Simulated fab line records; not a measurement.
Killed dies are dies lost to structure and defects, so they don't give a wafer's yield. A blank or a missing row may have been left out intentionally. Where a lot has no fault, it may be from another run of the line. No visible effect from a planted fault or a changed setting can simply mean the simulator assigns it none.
Problem report, 8D (eight disciplines) form, completed by code -- flow n5-finfet -- the parts of the form that need people (team, actions taken, sign-off) are left out

1. WHAT WENT WRONG
Across 3 wafers from 2 lots, M11_ILD_THK at N5_BEOL_M11_THK_MEAS_01 averages 244.0 nm, while fault-free wafers read 267.0 nm with a standard deviation of 3. That is -7.7 standard deviations from the usual mean.
First seen on wafer L913.3, day 15 02:20, on film-metro-02. Wafers with a number at this step in the record: 32, from 11 lots. Rule for "out" (also "out of limits"): further than 4 standard deviations from the usual mean. All remaining wafers that have a number are taken as sound.

2. WHAT THIS IS AND IS NOT
question,is,is not
which readings at this step,M11_ILD_THK,-
which lots,"L913, L918","L898, L900, L901, L902, L904, L906, L907, L908, L921"
which wafers of those lots,"L913.3, L913.6, L918.6","L918.1, L918.5"
read on which gauges,"film-metro-01, film-metro-02",-
when,from day 15 02:20,"up to then (24 sound wafers); but 5 sound wafers of L918, L921 came after"

3. THE SUSPECTS, EACH WITH WHAT RULES IT OUT
Counting: if a tool at a process step up to the reading ran every lot that is out, it stays a suspect. Sound lots after the first of them don't rule it out here, since some wafers of a struck lot are sound.
- the gauge at N5_BEOL_M11_THK_MEAS_01: ruled out. Those wafers that are out were read across 2 gauges (film-metro-01, film-metro-02).
- rie-diel-01 at N5_BEOL_M10_STRIP_77 (strips in N2/H2, time 10 s): kept. Every lot that is out went through it, the first being L913 (day 14 23:36); the last sound lot it ran before that was L908 (day 13 16:28). N5_BEOL_M10_STRIP_77 gives no start for some lots, so the hours and the order of its lots are those of N5_BEOL_M10_SURFACE_TREAT_76.
- pecvd-04 at N5_BEOL_M11_ILD_DEP_00 (deposits SiCOH lowk from DEMS/porogen, target thk 308.51 nm, time 58 s): kept. Every lot that is out went through it, the first being L913 (day 15 01:44); the last sound lot it ran before that was L904 (day 13 08:35).
- Within pecvd-04 at N5_BEOL_M11_ILD_DEP_00: the wafers that are out ran in chambers 1, 2; their sound lot-mates ran in chamber 0.
The count leaves pecvd-04 at N5_BEOL_M11_ILD_DEP_00 and rie-diel-01 at N5_BEOL_M10_STRIP_77.

4. THE CAUSE (what the simulator had put in)
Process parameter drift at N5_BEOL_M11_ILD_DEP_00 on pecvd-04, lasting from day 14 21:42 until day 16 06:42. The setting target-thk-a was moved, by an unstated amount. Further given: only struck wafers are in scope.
2 suspects survive the count, and this tool is in that group.

5. THE CHAIN OF EFFECTS, in route order
One row per reading whose mean, taken over the struck wafers that have a number, lies over 3 standard deviations from the usual. Only readings whose record carries a usual standard deviation are examined. hours: median over the lots of the time between each lot's start at the first step of this table that gives one and its start at this step. sigmas: the change, counted in usual standard deviations.
hours,step,reading,usual,on struck wafers,change,sigmas
0,N5_BEOL_M11_THK_MEAS_01,M11_ILD_THK,267.0 nm,244.0,-23.0,-7.7

6. HOW IT WOULD HAVE BEEN CAUGHT EARLIER
The first out-of-limits reading at a measuring or inspecting step in this record came at day 15 02:20, 5 hours after the fault's start at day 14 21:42.
An alarm limit of 4 standard deviations would not have fired on the tool readings at N5_BEOL_M11_ILD_DEP_00 for which the record gives a usual standard deviation, since none of them was out on any struck wafer.
L918, from the lots that are out (2), started N5_BEOL_M11_ILD_DEP_00 on pecvd-04 later than day 15 02:20. Had the tool been put on hold then, it would have been spared.
